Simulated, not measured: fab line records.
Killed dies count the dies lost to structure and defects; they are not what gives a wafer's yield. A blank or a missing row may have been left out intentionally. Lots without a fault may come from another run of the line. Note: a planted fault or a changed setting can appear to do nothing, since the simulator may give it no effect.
Which tool is to blame?	flow nand-harc	Sampling: 24 lots, 72 wafers, 6 of 1159 route steps

== WHAT THE GAUGES SHOWED, per wafer ==
NHARC_A_ZERO_WELL_CD_MEAS_10 targets a cd of 2000 nm. Usual: 1999.1 nm for cd-nm, sd 1.8.
lot	measured	on	cd-nm (nm)	flag
L074	day 6 13:36	cd-sem-01	1996.9 1999.3 2001.8	
L075	day 6 18:10	cd-sem-01	2002.6 1999.6 2001.2	
L077	day 7 06:22	cd-sem-01	2000.4 1998.8 1999.5	
L076	day 7 09:28	cd-sem-02	2001.6 1999.5 1999.2	
L078	day 7 10:39	cd-sem-02	1997.5 1998.2 1998.7	
L079	day 7 23:59	cd-sem-03	2000.3 2002.0 1997.6	
L080	day 8 04:07	cd-sem-01	1999.1 1998.1 2000.7	
L081	day 8 04:44	cd-sem-03	1997.2 1997.6 1998.4	
L082	day 8 17:49	cd-sem-02	1999.8 1996.2 1998.5	
L084	day 8 22:47	cd-sem-02	1997.3 1997.4 1999.6	
L083	day 9 01:07	cd-sem-03	1998.2 1999.8 1996.2	
L085	day 9 03:53	cd-sem-03	1997.6 1998.5 1997.0	
L086	day 9 19:56	cd-sem-01	1998.5 1998.1 1997.0	
L087	day 9 20:43	cd-sem-02	1997.7 2001.7 1998.5	
L088	day 10 08:02	cd-sem-03	1996.3 1998.9 1997.8	
L089	day 10 08:38	cd-sem-02	2002.1 1998.9 2002.1	
L090	day 10 12:38	cd-sem-02	2000.9 1999.9 2000.5	
L091	day 10 18:38	cd-sem-03	2000.5 1997.0 1998.4	
L092	day 10 19:22	cd-sem-01	1998.7 2000.3 2001.9	
L094	day 11 17:22	cd-sem-02	1997.1 2000.1 1998.4	
L093	day 11 18:18	cd-sem-02	2000.5 1996.0 2000.4	
L096	day 11 21:05	cd-sem-01	1998.6 1998.4 1995.9	
L095	day 11 21:24	cd-sem-02	1999.6 2000.4 2002.3	
L097	day 12 10:37	cd-sem-03	1997.5 1999.5 2000.9	

== EACH LOT AND THE TOOL THAT RAN IT (in order: tool; ch and the chambers of the sampled wafers; start) ==
lot	NHARC_P_M0_PVD_21	NHARC_P_M2_ETCH_35	NHARC_P_M2_ETCH_15	NHARC_P_M2_DEGAS_29	NHARC_P_BONDPAD_DESCUM_11
L074	pvd-sputter-01, day 6 04:59 or earlier	rie-diel-03 ch 0,2,3, day 6 04:59	rie-diel-03 ch 0,1,2, day 6 05:55 or earlier	pvd-sputter-02, day 6 05:55	rie-diel-10 ch 1,2, day 6 09:28
L075	pvd-sputter-03, day 6 09:19 or earlier	rie-diel-05 ch 0,3, day 6 09:19	rie-diel-05 ch 1,2,3, day 6 10:16 or earlier	pvd-sputter-02, day 6 10:16	rie-diel-10 ch 1,2,3, day 6 13:54
L077	pvd-sputter-03, day 6 22:01 or earlier	rie-diel-05 ch 1,2, day 6 22:01	rie-diel-05 ch 0,1,2, day 6 22:59 or earlier	pvd-sputter-03, day 6 22:59	rie-diel-10 ch 1,2, day 7 02:26
L076	pvd-sputter-02, day 7 01:02 or earlier	rie-diel-05 ch 0,2,3, day 7 01:02	rie-diel-05 ch 0,1,2, day 7 01:59 or earlier	pvd-sputter-02, day 7 01:59	rie-diel-04 ch 1,2, day 7 05:23
L078	pvd-sputter-02, day 7 01:59 or earlier	rie-diel-06 ch 0,2,3, day 7 01:59	rie-diel-06 ch 0,1,3, day 7 02:56 or earlier	pvd-sputter-03, day 7 02:56	rie-diel-10 ch 0,2,3, day 7 06:30
L079	pvd-sputter-03, day 7 15:43 or earlier	rie-diel-06 ch 1,3, day 7 15:43	rie-diel-06 ch 2,3, day 7 16:40 or earlier	pvd-sputter-02, day 7 16:40	rie-diel-10 ch 0,1, day 7 20:07
L080	pvd-sputter-03, day 7 19:28 or earlier	rie-diel-05 ch 1,2,3, day 7 19:28	rie-diel-05 ch 0,1, day 7 20:28 or earlier	pvd-sputter-03, day 7 20:28	rie-diel-04 ch 1,2, day 8 00:01
L081	pvd-sputter-02, day 7 12:52	rie-diel-06 ch 1,2, day 7 20:16	rie-diel-06 ch 2,3, day 7 21:13 or earlier	pvd-sputter-03, day 7 21:13	rie-diel-13 ch 0,1,2, day 8 00:49
L082	pvd-sputter-03, day 8 09:08 or earlier	rie-diel-05 ch 0,1,2, day 8 09:08	rie-diel-05 ch 0,2,3, day 8 10:05 or earlier	pvd-sputter-02, day 8 10:05	rie-diel-13 ch 0,1,3, day 8 13:58
L084	pvd-sputter-02, day 8 14:09 or earlier	rie-diel-05 ch 0,1,2, day 8 14:09	rie-diel-05 ch 0,1, day 8 15:07 or earlier	pvd-sputter-03, day 8 15:07	rie-diel-10 ch 0,3, day 8 18:39
L083	pvd-sputter-03, day 8 16:52 or earlier	rie-diel-05 ch 1,2,3, day 8 16:52	rie-diel-05 ch 0,1,3, day 8 17:49 or earlier	pvd-sputter-02, day 8 17:49	rie-diel-10 ch 1,2,3, day 8 21:22
L085	pvd-sputter-02, day 8 19:25 or earlier	rie-diel-06 ch 2,3, day 8 19:25	rie-diel-06 ch 2,3, day 8 20:23 or earlier	pvd-sputter-03, day 8 20:23	rie-diel-10 ch 0,1,2, day 9 00:01
L086	pvd-sputter-03, day 9 11:10 or earlier	rie-diel-05 ch 0,1,2, day 9 11:10	rie-diel-05 ch 0,1,3, day 9 12:07 or earlier	pvd-sputter-03, day 9 12:07	rie-diel-13 ch 0,1,2, day 9 15:41
L087	pvd-sputter-01, day 9 12:07 or earlier	rie-diel-03 ch 0,2,3, day 9 12:07	rie-diel-03 ch 1,2,3, day 9 13:03 or earlier	pvd-sputter-03, day 9 13:03	rie-diel-10 ch 0,2, day 9 16:36
L088	pvd-sputter-03, day 9 23:25 or earlier	rie-diel-05 ch 0,2,3, day 9 23:25	rie-diel-05 ch 1,2,3, day 10 00:22 or earlier	pvd-sputter-03, day 10 00:22	rie-diel-10 ch 1,2,3, day 10 03:46
L089	pvd-sputter-03, day 10 00:02 or earlier	rie-diel-06 ch 1,2,3, day 10 00:02	rie-diel-06 ch 2,3, day 10 01:01 or earlier	pvd-sputter-02, day 10 01:01	rie-diel-04 ch 0,1,3, day 10 04:40
L090	pvd-sputter-02, day 10 03:53 or earlier	rie-diel-05 ch 0,1,2, day 10 03:53	rie-diel-05 ch 1,2,3, day 10 04:50 or earlier	pvd-sputter-01, day 10 04:50	rie-diel-04 ch 0,1,2, day 10 08:27
L091	pvd-sputter-03, day 10 10:16 or earlier	rie-diel-05 ch 1,2,3, day 10 10:16	rie-diel-05 ch 2,3, day 10 11:11 or earlier	pvd-sputter-03, day 10 11:11	rie-diel-04 ch 0,1,3, day 10 14:45
L092	pvd-sputter-01, day 10 10:59 or earlier	rie-diel-03 ch 0,1,3, day 10 10:59	rie-diel-03 ch 1,2,3, day 10 11:57 or earlier	pvd-sputter-02, day 10 11:57	rie-diel-13 ch 0,2,3, day 10 15:31
L094	pvd-sputter-03, day 11 09:07 or earlier	rie-diel-05 ch 2,3, day 11 09:07	rie-diel-05 ch 0,1,3, day 11 10:05 or earlier	pvd-sputter-03, day 11 10:05	rie-diel-10 ch 2,3, day 11 13:30
L093	pvd-sputter-01, day 11 09:44 or earlier	rie-diel-05 ch 1,2,3, day 11 09:44	rie-diel-05 ch 0,1,2, day 11 10:41 or earlier	pvd-sputter-02, day 11 10:41	rie-diel-04 ch 2,3, day 11 14:22
L096	pvd-sputter-01, day 11 12:43 or earlier	rie-diel-05 ch 0,1, day 11 12:43	rie-diel-05 ch 1,2,3, day 11 13:40 or earlier	pvd-sputter-03, day 11 13:40	rie-diel-04 ch 0,2,3, day 11 17:14
L095	pvd-sputter-02, day 11 13:01 or earlier	rie-diel-05 ch 1,2, day 11 13:01	rie-diel-05 ch 2,3, day 11 13:58 or earlier	pvd-sputter-02, day 11 13:58	rie-diel-10 ch 0,1,2, day 11 17:31
L097	pvd-sputter-01, day 12 02:05 or earlier	rie-diel-05 ch 0,1,3, day 12 02:05	rie-diel-05 ch 1,3, day 12 03:02 or earlier	pvd-sputter-03, day 12 03:02	rie-diel-10 ch 1,3, day 12 06:45
- NHARC_P_M0_PVD_21: deposits Cu, target thk 30 nm, time 20.49 s.
- NHARC_P_M2_ETCH_35: etches the open film in N2/H2, target depth 40 nm, overetch 12 nm, time 43.94 s.
- NHARC_P_M2_ETCH_15: etches the open film in C4F8/Ar, target depth 182.5 nm, time 91.2 s.
- NHARC_P_M2_DEGAS_29: time 60 s.
- NHARC_P_BONDPAD_DESCUM_11: chemistry O2, time 3 s.

== WHAT THE TOOLS THEMSELVES READ (means of the sampled wafers that have a number; where no wafer has one, the mark that the record gives instead) ==
NHARC_P_M0_PVD_21. Usual: 30.3 % for throttle-valve-pct, sd 1.1.
lot	tool	throttle-valve-pct (%)	flag
L074	pvd-sputter-01	30.1	
L075	pvd-sputter-03	31.3	
L077	pvd-sputter-03	31.2	
L076	pvd-sputter-02	29.5	
L078	pvd-sputter-02	29.5	
L079	pvd-sputter-03	30.7	
L080	pvd-sputter-03	30.4	
L081	pvd-sputter-02	30.7	
L082	pvd-sputter-03	30.2	
L084	pvd-sputter-02	30.8	
L083	pvd-sputter-03	30.5	
L085	pvd-sputter-02	29.1	
L086	pvd-sputter-03	30.6	
L087	pvd-sputter-01	30.0	
L088	pvd-sputter-03	30.8	
L089	pvd-sputter-03	30.0	
L090	pvd-sputter-02	30.7	
L091	pvd-sputter-03	30.1	
L092	pvd-sputter-01	30.2	
L094	pvd-sputter-03	31.3	
L093	pvd-sputter-01	30.8	
L096	pvd-sputter-01	29.3	
L095	pvd-sputter-02	31.3	
L097	pvd-sputter-01	30.1	

NHARC_P_M2_ETCH_35. Usual: drypump-motor-current-A 6.1 A, standard deviation 0.37; oes-product-au 1.003 a.u., standard deviation 0.014; rf-vpp-V 430 V, standard deviation 3.1; showerhead-plenum-p-Torr 2.02 Torr, standard deviation 0.11; throttle-valve-pct 14.172 %, standard deviation 0.0084.
lot	tool	drypump-motor-current-A (A)	oes-product-au (a.u.)	rf-vpp-V (V)	showerhead-plenum-p-Torr (Torr)	throttle-valve-pct (%)	flag
L074	rie-diel-03	6.1	0.992	430	2.01	14.176	
L075	rie-diel-05	5.9	0.991	430	2.00	14.176	
L077	rie-diel-05	6.1	0.992	430	2.03	14.174	
L076	rie-diel-05	6.1	0.998	430	2.00	14.177	
L078	rie-diel-06	5.7	0.986	430	2.00	14.179	
L079	rie-diel-06	5.9	1.010	430	2.00	14.178	
L080	rie-diel-05	6.3	0.994	431	2.06	14.174	
L081	rie-diel-06	5.7	1.001	432	2.09	14.175	
L082	rie-diel-05	5.9	1.008	428	1.98	14.175	
L084	rie-diel-05	6.0	0.998	428	1.98	14.172	
L083	rie-diel-05	6.3	1.009	431	2.06	14.166	
L085	rie-diel-06	5.8	0.989	432	2.07	14.179	
L086	rie-diel-05	5.9	1.004	428	1.98	14.173	
L087	rie-diel-03	6.1	0.997	429	2.00	14.164	
L088	rie-diel-05	6.1	1.012	429	2.00	14.175	
L089	rie-diel-06	5.8	0.988	431	2.03	14.172	
L090	rie-diel-05	6.0	1.005	428	1.98	14.181	
L091	rie-diel-05	6.3	1.013	432	2.06	14.172	
L092	rie-diel-03	6.2	1.009	429	2.03	14.172	
L094	rie-diel-05	6.4	1.021	429	2.00	14.177	
L093	rie-diel-05	6.3	1.012	431	2.06	14.175	
L096	rie-diel-05	5.7	1.001	428	1.97	14.174	
L095	rie-diel-05	6.2	1.031	428	1.98	14.170	
L097	rie-diel-05	6.1	1.009	431	2.06	14.163	

NHARC_P_M2_ETCH_15. Usual: oes-product-au 0.954 a.u., standard deviation 0.025; rf-vpp-V 440 V, standard deviation 3.1.
lot	tool	oes-product-au (a.u.)	rf-vpp-V (V)	flag
L074	rie-diel-03	0.964	439	
L075	rie-diel-05	0.919	441	
L077	rie-diel-05	0.972	439	
L076	rie-diel-05	0.953	440	
L078	rie-diel-06	0.930	439	
L079	rie-diel-06	0.941	440	
L080	rie-diel-05	0.969	439	
L081	rie-diel-06	0.932	439	
L082	rie-diel-05	0.978	440	
L084	rie-diel-05	0.972	439	
L083	rie-diel-05	0.977	442	
L085	rie-diel-06	0.922	439	
L086	rie-diel-05	0.945	442	
L087	rie-diel-03	0.925	440	
L088	rie-diel-05	0.982	441	
L089	rie-diel-06	0.934	439	
L090	rie-diel-05	0.986	441	
L091	rie-diel-05	0.974	442	
L092	rie-diel-03	0.965	439	
L094	rie-diel-05	0.932	441	
L093	rie-diel-05	0.952	439	
L096	rie-diel-05	0.984	442	
L095	rie-diel-05	0.981	443	
L097	rie-diel-05	0.933	444	

NHARC_P_M2_DEGAS_29. Usual: 343 W for heater-power-w, sd 46.
lot	tool	heater-power-w (W)	flag
L074	pvd-sputter-02	381	
L075	pvd-sputter-02	389	
L077	pvd-sputter-03	324	
L076	pvd-sputter-02	384	
L078	pvd-sputter-03	326	
L079	pvd-sputter-02	351	
L080	pvd-sputter-03	327	
L081	pvd-sputter-03	364	
L082	pvd-sputter-02	359	
L084	pvd-sputter-03	310	
L083	pvd-sputter-02	355	
L085	pvd-sputter-03	306	
L086	pvd-sputter-03	331	
L087	pvd-sputter-03	345	
L088	pvd-sputter-03	346	
L089	pvd-sputter-02	390	
L090	pvd-sputter-01	346	
L091	pvd-sputter-03	313	
L092	pvd-sputter-02	345	
L094	pvd-sputter-03	306	
L093	pvd-sputter-02	346	
L096	pvd-sputter-03	312	
L095	pvd-sputter-02	301	
L097	pvd-sputter-03	305	

NHARC_P_BONDPAD_DESCUM_11. Usual: drypump-motor-current-A 5.5 A, standard deviation 0.45; oes-product-au 1.001 a.u., standard deviation 0.012; rf-vpp-V 57.7 V, standard deviation 0.94; showerhead-plenum-p-Torr 1.90 Torr, standard deviation 0.07; throttle-valve-pct 11.311 %, standard deviation 0.0099.
lot	tool	drypump-motor-current-A (A)	oes-product-au (a.u.)	rf-vpp-V (V)	showerhead-plenum-p-Torr (Torr)	throttle-valve-pct (%)	flag
L074	rie-diel-10	5.2	0.996	57.8	1.90	11.317	
L075	rie-diel-10	5.4	0.995	58.1	1.92	11.316	
L077	rie-diel-10	5.2	0.996	58.3	1.90	11.311	
L076	rie-diel-04	5.3	1.007	57.7	1.95	11.311	
L078	rie-diel-10	5.4	1.000	58.7	1.88	11.308	
L079	rie-diel-10	5.7	1.021	58.2	1.85	11.312	
L080	rie-diel-04	5.0	1.008	58.7	1.94	11.309	
L081	rie-diel-13	5.6	0.990	58.3	1.94	11.324	
L082	rie-diel-13	5.9	0.989	57.8	1.85	11.301	
L084	rie-diel-10	5.6	0.994	57.5	1.85	11.309	
L083	rie-diel-10	5.3	0.996	57.2	1.91	11.313	
L085	rie-diel-10	5.4	1.002	57.3	1.87	11.304	
L086	rie-diel-13	5.6	0.990	57.6	1.94	11.317	
L087	rie-diel-10	5.2	1.013	57.2	1.85	11.299	
L088	rie-diel-10	5.3	0.993	58.0	1.91	11.305	
L089	rie-diel-04	5.7	1.006	57.2	1.90	11.322	
L090	rie-diel-04	5.7	1.001	58.0	1.94	11.312	
L091	rie-diel-04	5.7	1.009	57.3	1.89	11.304	
L092	rie-diel-13	5.7	0.986	58.0	1.92	11.307	
L094	rie-diel-10	5.3	0.995	58.3	1.92	11.323	
L093	rie-diel-04	5.6	1.003	57.6	1.85	11.315	
L096	rie-diel-04	6.0	1.004	58.3	1.90	11.308	
L095	rie-diel-10	5.4	1.000	57.8	1.87	11.322	
L097	rie-diel-10	5.5	0.990	57.0	1.93	11.305	

== THE ANSWER, worked out from the rows above alone ==
Rule: a lot counts as off when the mean over its wafers that have a number is more than 3 standard deviations away from the usual mean. Also off: a lot with no number at a reading for which 4 or more lots have one. All remaining lots with rows at the step are treated as sound. First the gauges in route order, then the tools' own readings, where a lot's mean is used as printed above. The first step at which some lot is off is used, and at that step the reading that is off furthest; a lot without a number counts as furthest.
No lot is off on any of the readings shown, so nothing can be concluded from this.

== WHAT HAD BEEN PUT IN BY THE SIMULATOR ==
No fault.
